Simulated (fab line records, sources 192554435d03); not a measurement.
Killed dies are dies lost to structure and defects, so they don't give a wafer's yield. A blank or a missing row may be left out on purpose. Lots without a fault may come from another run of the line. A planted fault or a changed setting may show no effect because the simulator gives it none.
Which tool did it? | flow n5_finfet | 24 lots, 72 wafers sampled, at 6 steps of a route of 1938

WHAT THE GAUGES READ, wafer by wafer
N5_GATE_CUT_CD_MEAS_13: target cd 20 nm.
lot  | measured     | on        | cd_nm (nm)
L074 | day 4 11:55  | cd_sem-03 | 20.23 20.31 19.72
L075 | day 4 16:22  | cd_sem-01 | 19.95 20.20 20.40
L076 | day 4 23:33  | cd_sem-02 | 19.86 20.22 19.96
L077 | day 5 05:39  | cd_sem-02 | 19.99 20.24 20.26
L078 | day 5 16:14  | cd_sem-02 | 20.00 20.00 19.63
L079 | day 5 20:06  | cd_sem-01 | 19.67 19.55 19.74
L080 | day 6 03:27  | cd_sem-01 | 19.85 19.43 19.59
L081 | day 6 09:17  | cd_sem-01 | 20.10 20.34 20.44
L082 | day 6 15:39  | cd_sem-01 | 20.26 20.16 20.49
L083 | day 6 18:28  | cd_sem-02 | 19.84 19.87 20.24
L084 | day 7 03:43  | cd_sem-03 | 19.73 19.82 19.90
L085 | day 7 10:15  | cd_sem-01 | 20.00 20.25 19.95
L086 | day 7 16:55  | cd_sem-03 | 20.02 19.70 20.18
L087 | day 7 20:18  | cd_sem-03 | 19.91 19.81 20.34
L088 | day 8 03:22  | cd_sem-02 | 20.09 20.18 20.22
L089 | day 8 07:31  | cd_sem-01 | 19.84 19.87 19.78
L090 | day 8 12:07  | cd_sem-01 | 20.19 19.90 20.29
L091 | day 8 18:54  | cd_sem-02 | 20.13 20.06 19.83
L092 | day 9 01:50  | cd_sem-02 | 20.27 19.53 20.26
L093 | day 9 09:27  | cd_sem-03 | 19.97 20.04 20.20
L094 | day 9 10:52  | cd_sem-01 | 20.28 20.55 19.93
L095 | day 9 18:31  | cd_sem-01 | 20.24 19.70 20.07
L096 | day 10 08:41 | cd_sem-01 | 20.13 20.18 20.22
L097 | day 10 11:48 | cd_sem-03 | 20.28 19.66 20.07

N5_MOL_CONTACT_COAG_OVL_MEAS_41.
lot  | measured     | on         | VD_OVL (nm)
L074 | day 5 01:21  | overlay-02 | 0.8 0.5 0.5
L075 | day 5 06:43  | overlay-01 | 0.3 -0.4 0.1
L076 | day 5 15:59  | overlay-01 | 0.1 1.1 -0.2
L077 | day 5 23:32  | overlay-02 | -1.9 0.5 -1.2
L078 | day 6 09:16  | overlay-02 | -0.7 -0.1 -0.8
L079 | day 6 12:15  | overlay-01 | 0.5 0.0 -0.2
L080 | day 6 18:44  | overlay-02 | 0.0 0.8 0.7
L081 | day 7 01:22  | overlay-01 | -0.4 1.2 -0.5
L082 | day 7 07:36  | overlay-01 | 0.4 1.3 1.4
L083 | day 7 08:18  | overlay-02 | -1.4 0.0 -0.6
L084 | day 7 18:46  | overlay-02 | -0.6 -0.4 -0.4
L085 | day 8 02:04  | overlay-01 | -1.0 0.3 -0.8
L086 | day 8 09:36  | overlay-01 | 0.8 1.0 1.3
L087 | day 8 12:13  | overlay-02 | 0.5 0.8 -0.3
L088 | day 8 20:46  | overlay-01 | -0.3 0.0 -0.5
L089 | day 9 01:11  | overlay-01 | 0.0 -0.2 -0.7
L090 | day 9 05:16  | overlay-02 | -0.3 0.5 1.4
L091 | day 9 12:04  | overlay-02 | -0.8 -0.1 -0.5
L092 | day 9 18:44  | overlay-02 | -0.7 -0.2 -1.6
L093 | day 10 00:01 | overlay-01 | 0.8 0.8 -0.4
L094 | day 10 03:15 | overlay-02 | -0.4 -0.7 -0.1
L095 | day 10 10:33 | overlay-01 | 0.4 0.1 0.4
L096 | day 10 22:56 | overlay-01 | 1.7 -0.8 0.4
L097 | day 11 07:46 | overlay-02 | 0.4 0.9 0.4

WHICH TOOL RAN EACH LOT (tool, then ch and the chambers of the sampled wafers, then the start)
lot  | N5_GATE_CUT_ETCH_19                | N5_GATE_CUT_CUT_ETCH_53           | N5_GATE_CUT_VAPOR_ETCH_51         | N5_MOL_CONTACT_COAG_ETCH_15
L074 | rie_diel-04 ch 2,3, day 4 12:19    | rie_metal-02 ch 0,1, day 4 12:26  | rie_metal-02 ch 0,1, day 4 12:40  | rie_diel-05 ch 1,2, day 4 16:02
L075 | rie_diel-03 ch 0,1,3, day 4 16:55  | rie_metal-01 ch 0,1, day 4 17:02  | rie_metal-01 ch 0,1, day 4 17:16  | rie_diel-05 ch 0,1, day 4 20:42
L076 | rie_diel-03 ch 0,2,3, day 4 23:58  | rie_metal-01 ch 0,1, day 5 00:04  | rie_metal-01 ch 0,1, day 5 00:18  | rie_diel-05 ch 0,1,2, day 5 03:48
L077 | rie_diel-03 ch 0,2, day 5 06:07    | rie_metal-03 ch 0,1, day 5 06:13  | rie_metal-03 ch 0,1, day 5 06:27  | rie_diel-01 ch 1,3, day 5 09:49
L078 | rie_diel-02 ch 0,1,3, day 5 16:38  | rie_metal-02 ch 0, day 5 16:46    | rie_metal-02 ch 0, day 5 17:14    | rie_diel-05 ch 0,3, day 5 21:04
L079 | rie_diel-03 ch 1,2,3, day 5 20:30  | rie_metal-02 ch 0, day 5 20:39    | rie_metal-02 ch 0, day 5 21:07    | rie_diel-06 ch 1,2,3, day 6 00:50
L080 | rie_diel-03 ch 2,3, day 6 04:42    | rie_metal-02 ch 0,1, day 6 04:49  | rie_metal-02 ch 0,1, day 6 05:03  | rie_diel-05 ch 0,1,3, day 6 08:26
L081 | rie_diel-03 ch 0,1,2, day 6 09:42  | rie_metal-01 ch 0,1, day 6 09:49  | rie_metal-01 ch 0,1, day 6 10:03  | rie_diel-05 ch 0,2,3, day 6 13:35
L082 | rie_diel-04 ch 1,2,3, day 6 16:11  | rie_metal-01 ch 0,1, day 6 16:17  | rie_metal-01 ch 0,1, day 6 16:32  | rie_diel-06 ch 1,2, day 6 20:23
L083 | rie_diel-02 ch 0,2,3, day 6 18:53  | rie_metal-02 ch 0,1, day 6 18:59  | rie_metal-02 ch 0,1, day 6 19:13  | rie_diel-01 ch 1,2,3, day 6 22:35
L084 | rie_diel-02 ch 0,1, day 7 04:08    | rie_metal-03 ch 0,1, day 7 04:14  | rie_metal-03 ch 0,1, day 7 04:29  | rie_diel-06 ch 1,2,3, day 7 08:58
L085 | rie_diel-04 ch 2,3, day 7 11:02    | rie_metal-01 ch 0, day 7 11:09    | rie_metal-01 ch 0, day 7 11:23    | rie_diel-01 ch 0,2,3, day 7 15:19
L086 | rie_diel-03 ch 0,1,2, day 7 17:19  | rie_metal-03 ch 0,1, day 7 17:26  | rie_metal-03 ch 0,1, day 7 17:40  | rie_diel-01 ch 1,2,3, day 7 21:13
L087 | rie_diel-02 ch 0,1, day 7 20:43    | rie_metal-03 ch 0,1, day 7 20:49  | rie_metal-03 ch 0,1, day 7 21:04  | rie_diel-06 ch 1,2,3, day 8 00:31
L088 | rie_diel-04 ch 0,2, day 8 04:09    | rie_metal-02 ch 0,1, day 8 04:15  | rie_metal-02 ch 0,1, day 8 04:29  | rie_diel-06 ch 1,2,3, day 8 08:22
L089 | rie_diel-02 ch 0,3, day 8 07:56    | rie_metal-03 ch 0,1, day 8 08:02  | rie_metal-03 ch 0,1, day 8 08:16  | rie_diel-05 ch 0,1, day 8 11:38
L090 | rie_diel-03 ch 0,2,3, day 8 12:32  | rie_metal-02 ch 0,1, day 8 12:38  | rie_metal-02 ch 0,1, day 8 12:52  | rie_diel-06 ch 1,2,3, day 8 16:14
L091 | rie_diel-04 ch 0,1,3, day 8 19:19  | rie_metal-01 ch 0,1, day 8 19:25  | rie_metal-01 ch 0,1, day 8 19:39  | rie_diel-06 ch 0,2,3, day 9 00:53
L092 | rie_diel-02 ch 0,1,3, day 9 02:15  | rie_metal-02 ch 0,1, day 9 02:22  | rie_metal-02 ch 0,1, day 9 02:37  | rie_diel-01 ch 0,1,3, day 9 05:59
L093 | rie_diel-04 ch 0,1,2, day 9 09:51  | rie_metal-01 ch 0,1, day 9 09:58  | rie_metal-01 ch 0,1, day 9 10:12  | rie_diel-06 ch 0,2,3, day 9 13:37
L094 | rie_diel-03 ch 0,1,2, day 9 11:16  | rie_metal-03 ch 0,1, day 9 11:23  | rie_metal-03 ch 0,1, day 9 11:37  | rie_diel-01 ch 0,1,3, day 9 15:11
L095 | rie_diel-02 ch 0,1,3, day 9 18:56  | rie_metal-03 ch 0,1, day 9 19:03  | rie_metal-03 ch 0,1, day 9 19:17  | rie_diel-05 ch 0,1, day 9 22:39
L096 | rie_diel-03 ch 0,2,3, day 10 09:06 | rie_metal-01 ch 0,1, day 10 09:13 | rie_metal-01 ch 0,1, day 10 09:27 | rie_diel-01 ch 0,2,3, day 10 13:17
L097 | rie_diel-03 ch 0,1,2, day 10 12:13 | rie_metal-01 ch 0,1, day 10 12:19 | rie_metal-01 ch 0,1, day 10 12:33 | rie_diel-06 ch 0,1,2, day 10 15:55
- N5_GATE_CUT_ETCH_19: etches SiNx in CH3F/O2, target depth 53.7 nm, time 76.7 s.
- N5_GATE_CUT_CUT_ETCH_53: etches W in SF6/Cl2, target depth 79.2 nm.
- N5_GATE_CUT_VAPOR_ETCH_51: etches HfO2 in BCl3/Cl2.
- N5_MOL_CONTACT_COAG_ETCH_15: etches SiNx in CH3F/O2, stops on Si:P, target depth 7 nm.

WHAT THE TOOLS THEMSELVES READ (means of the sampled wafers that have a number; where no wafer has one, the mark that the record gives instead)
N5_GATE_CUT_ETCH_19.
lot  | tool        | O2_flow_sccm (sccm) | drypump_motor_current_A (A) | etch_rf_on_time_s (s) | oes_product_au (a.u.) | rf_vpp_V (V) | showerhead_plenum_p_Torr (Torr) | throttle_valve_pct (%)
L074 | rie_diel-04 | 19.97               | 5.7                         | 78.0                  | 0.60                  | 296          | 1.98                            | 16.54
L075 | rie_diel-03 | 20.03               | 5.7                         | 77.2                  | 0.65                  | 296          | 1.97                            | 16.40
L076 | rie_diel-03 | 20.00               | 6.2                         | 77.2                  | 0.67                  | 295          | 1.93                            | 16.35
L077 | rie_diel-03 | 20.07               | 6.1                         | 76.9                  | 0.66                  | 297          | 1.92                            | 16.41
L078 | rie_diel-02 | 20.03               | 5.9                         | 77.2                  | 0.64                  | 296          | 1.97                            | 16.21
L079 | rie_diel-03 | 19.99               | 5.7                         | 76.9                  | 0.64                  | 295          | 1.97                            | 16.38
L080 | rie_diel-03 | 20.04               | 6.2                         | 77.8                  | 0.67                  | 292          | 1.93                            | 16.30
L081 | rie_diel-03 | 20.07               | 5.7                         | 76.0                  | 0.63                  | 297          | 1.97                            | 16.44
L082 | rie_diel-04 | 20.01               | 5.9                         | 78.5                  | 0.61                  | 298          | 2.02                            | 16.46
L083 | rie_diel-02 | 19.91               | 5.7                         | 78.6                  | 0.60                  | 297          | 2.01                            | 16.35
L084 | rie_diel-02 | 20.02               | 5.7                         | 77.7                  | 0.65                  | 295          | 1.96                            | 16.34
L085 | rie_diel-04 | 20.02               | 5.8                         | 77.7                  | 0.61                  | 296          | 1.98                            | 16.56
L086 | rie_diel-03 | 19.99               | 5.7                         | 77.0                  | 0.62                  | 298          | 1.96                            | 16.46
L087 | rie_diel-02 | 19.97               | 5.7                         | 76.1                  | 0.65                  | 293          | 1.90                            | 16.14
L088 | rie_diel-04 | 20.02               | 5.7                         | 78.8                  | 0.58                  | 295          | 1.97                            | 16.63
L089 | rie_diel-02 | 20.05               | 5.9                         | 78.1                  | 0.61                  | 296          | 2.02                            | 16.47
L090 | rie_diel-03 | 19.99               | 6.2                         | 77.5                  | 0.65                  | 294          | 1.92                            | 16.39
L091 | rie_diel-04 | 19.92               | 5.8                         | 78.0                  | 0.62                  | 299          | 2.01                            | 16.49
L092 | rie_diel-02 | 20.01               | 5.9                         | 76.3                  | 0.70                  | 296          | 1.96                            | 16.10
L093 | rie_diel-04 | 19.98               | 5.8                         | 76.9                  | 0.69                  | 298          | 2.01                            | 16.37
L094 | rie_diel-03 | 19.98               | 5.7                         | 75.6                  | 0.70                  | 296          | 1.96                            | 16.31
L095 | rie_diel-02 | 19.97               | 5.9                         | 76.4                  | 0.69                  | 295          | 1.96                            | 16.12
L096 | rie_diel-03 | 20.08               | 6.2                         | 76.8                  | 0.64                  | 294          | 1.92                            | 16.42
L097 | rie_diel-03 | 19.94               | 5.7                         | 75.5                  | 0.69                  | 296          | 1.96                            | 16.33

N5_GATE_CUT_CUT_ETCH_53.
lot  | tool         | drypump_motor_current_A (A) | etch_rf_on_time_s (s) | oes_product_au (a.u.) | throttle_valve_pct (%)
L074 | rie_metal-02 | 6.2                         | 25.8                  | 0.61                  | 28.68
L075 | rie_metal-01 | 5.4                         | 26.6                  | 0.67                  | 28.84
L076 | rie_metal-01 | 5.4                         | 26.5                  | 0.67                  | 28.85
L077 | rie_metal-03 | 6.0                         | 26.3                  | 0.64                  | 28.70
L078 | rie_metal-02 | 6.2                         | 25.6                  | 0.76                  | 28.74
L079 | rie_metal-02 | 6.2                         | 25.9                  | 0.76                  | 28.75
L080 | rie_metal-02 | 6.2                         | 25.8                  | 0.80                  | 28.68
L081 | rie_metal-01 | 5.4                         | 26.6                  | 0.66                  | 28.84
L082 | rie_metal-01 | 5.5                         | 26.4                  | 0.74                  | 28.80
L083 | rie_metal-02 | 6.2                         | 26.0                  | 0.83                  | 28.59
L084 | rie_metal-03 | 6.0                         | 26.3                  | 0.64                  | 28.71
L085 | rie_metal-01 | 5.6                         | 26.2                  | 0.81                  | 28.75
L086 | rie_metal-03 | 6.0                         | 26.1                  | 0.64                  | 28.71
L087 | rie_metal-03 | 6.0                         | 26.3                  | 0.63                  | 28.71
L088 | rie_metal-02 | 6.2                         | 25.9                  | 0.78                  | 28.68
L089 | rie_metal-03 | 6.0                         | 26.5                  | 0.63                  | 28.70
L090 | rie_metal-02 | 6.2                         | 25.8                  | 0.77                  | 28.68
L091 | rie_metal-01 | 5.4                         | 26.3                  | 0.65                  | 28.85
L092 | rie_metal-02 | 6.2                         | 25.9                  | 0.80                  | 28.60
L093 | rie_metal-01 | 5.5                         | 26.2                  | 0.72                  | 28.80
L094 | rie_metal-03 | 6.0                         | 26.4                  | 0.63                  | 28.71
L095 | rie_metal-03 | 5.9                         | 26.8                  | 0.66                  | 28.71
L096 | rie_metal-01 | 5.5                         | 26.6                  | 0.65                  | 28.86
L097 | rie_metal-01 | 5.5                         | 26.5                  | 0.71                  | 28.81

N5_GATE_CUT_VAPOR_ETCH_51.
lot  | tool         | drypump_motor_current_A (A) | oes_product_au (a.u.)
L074 | rie_metal-02 | 6.2                         | 0.68
L075 | rie_metal-01 | 5.4                         | 0.75
L076 | rie_metal-01 | 5.5                         | 0.75
L077 | rie_metal-03 | 6.0                         | 0.71
L078 | rie_metal-02 | 6.2                         | 0.84
L079 | rie_metal-02 | 6.2                         | 0.83
L080 | rie_metal-02 | 6.2                         | 0.88
L081 | rie_metal-01 | 5.4                         | 0.74
L082 | rie_metal-01 | 5.5                         | 0.82
L083 | rie_metal-02 | 6.2                         | 0.92
L084 | rie_metal-03 | 6.0                         | 0.70
L085 | rie_metal-01 | 5.5                         | 0.91
L086 | rie_metal-03 | 6.0                         | 0.70
L087 | rie_metal-03 | 6.0                         | 0.70
L088 | rie_metal-02 | 6.2                         | 0.87
L089 | rie_metal-03 | 6.0                         | 0.70
L090 | rie_metal-02 | 6.2                         | 0.85
L091 | rie_metal-01 | 5.4                         | 0.72
L092 | rie_metal-02 | 6.2                         | 0.89
L093 | rie_metal-01 | 5.5                         | 0.80
L094 | rie_metal-03 | 6.0                         | 0.70
L095 | rie_metal-03 | 5.9                         | 0.73
L096 | rie_metal-01 | 5.4                         | 0.71
L097 | rie_metal-01 | 5.5                         | 0.80

N5_MOL_CONTACT_COAG_ETCH_15.
lot  | tool        | O2_flow_sccm (sccm) | drypump_motor_current_A (A) | oes_product_au (a.u.) | rf_vpp_V (V) | showerhead_plenum_p_Torr (Torr) | throttle_valve_pct (%)
L074 | rie_diel-05 | 20.05               | 5.9                         | 0.55                  | 295.9        | 2.02                            | 16.43
L075 | rie_diel-05 | 20.00               | 5.7                         | 0.62                  | 297.7        | 1.99                            | 16.13
L076 | rie_diel-05 | 19.98               | 5.7                         | 0.61                  | 295.4        | 1.98                            | 16.29
L077 | rie_diel-01 | 19.97               | 5.6                         | 0.55                  | 297.6        | 1.97                            | 16.29
L078 | rie_diel-05 | 20.00               | 5.2                         | 0.68                  | 300.0        | 2.08                            | 16.09
L079 | rie_diel-06 | 20.04               | 5.9                         | 0.57                  | 295.8        | 2.06                            | 16.54
L080 | rie_diel-05 | 19.97               | 5.5                         | 0.69                  | 297.5        | 2.04                            | 16.02
L081 | rie_diel-05 | 19.98               | 5.4                         | 0.65                  | 297.6        | 2.01                            | 16.21
L082 | rie_diel-06 | 19.97               | 6.0                         | 0.57                  | 293.8        | 2.03                            | 16.49
L083 | rie_diel-01 | 19.99               | 5.4                         | 0.56                  | 296.9        | 1.95                            | 16.16
L084 | rie_diel-06 | 20.00               | 5.9                         | 0.56                  | 295.3        | 2.06                            | 16.57
L085 | rie_diel-01 | 20.04               | 5.6                         | 0.56                  | 296.0        | 1.95                            | 16.28
L086 | rie_diel-01 | 19.99               | 5.4                         | 0.56                  | 296.7        | 1.95                            | 16.19
L087 | rie_diel-06 | 20.06               | 5.9                         | 0.56                  | 296.6        | 2.06                            | 16.58
L088 | rie_diel-06 | 19.93               | 5.9                         | 0.55                  | 295.4        | 2.06                            | 16.58
L089 | rie_diel-05 | 20.05               | 5.7                         | 0.65                  | 296.5        | 1.98                            | 16.01
L090 | rie_diel-06 | 20.03               | 5.9                         | 0.55                  | 296.0        | 2.06                            | 16.59
L091 | rie_diel-06 | 20.09               | 5.4                         | 0.55                  | 297.4        | 2.05                            | 16.61
L092 | rie_diel-01 | 20.01               | 5.7                         | 0.53                  | 295.7        | 1.96                            | 16.44
L093 | rie_diel-06 | 20.00               | 5.4                         | 0.54                  | 297.4        | 2.05                            | 16.61
L094 | rie_diel-01 | 20.01               | 5.8                         | 0.53                  | 295.6        | 1.96                            | 16.44
L095 | rie_diel-05 | 20.01               | 5.7                         | 0.63                  | 295.7        | 1.98                            | 16.04
L096 | rie_diel-01 | 19.97               | 5.6                         | 0.55                  | 295.3        | 1.94                            | 16.32
L097 | rie_diel-06 | 19.99               | 5.7                         | 0.58                  | 295.9        | 2.07                            | 16.50

THE ANSWER, worked out from the rows above alone
Rule: what is usual is taken from the lots themselves. Put in order of their means at a reading, lots are off if they are a third of the lots or fewer, leave a main group of 4 or more, and stand apart from it by a gap of 3 or more times the standard deviation of the main group's means; of several such gaps the widest counts. A main group whose means are all the same, to the digits that the tables above print for the reading, isn't used. A lot without any number at a reading at which 4 lots or more have one is off too. The other lots that the step has rows for count as sound. The gauges are gone through in route order, then the tools' own readings, and for those a lot's mean is taken as printed above. The first step at which some lot is off is used, and at that step the reading that is off furthest; a lot without a number counts as furthest.
No lot is off at any reading shown: from this, nothing can be told.

WHAT THE SIMULATOR HAD PUT IN
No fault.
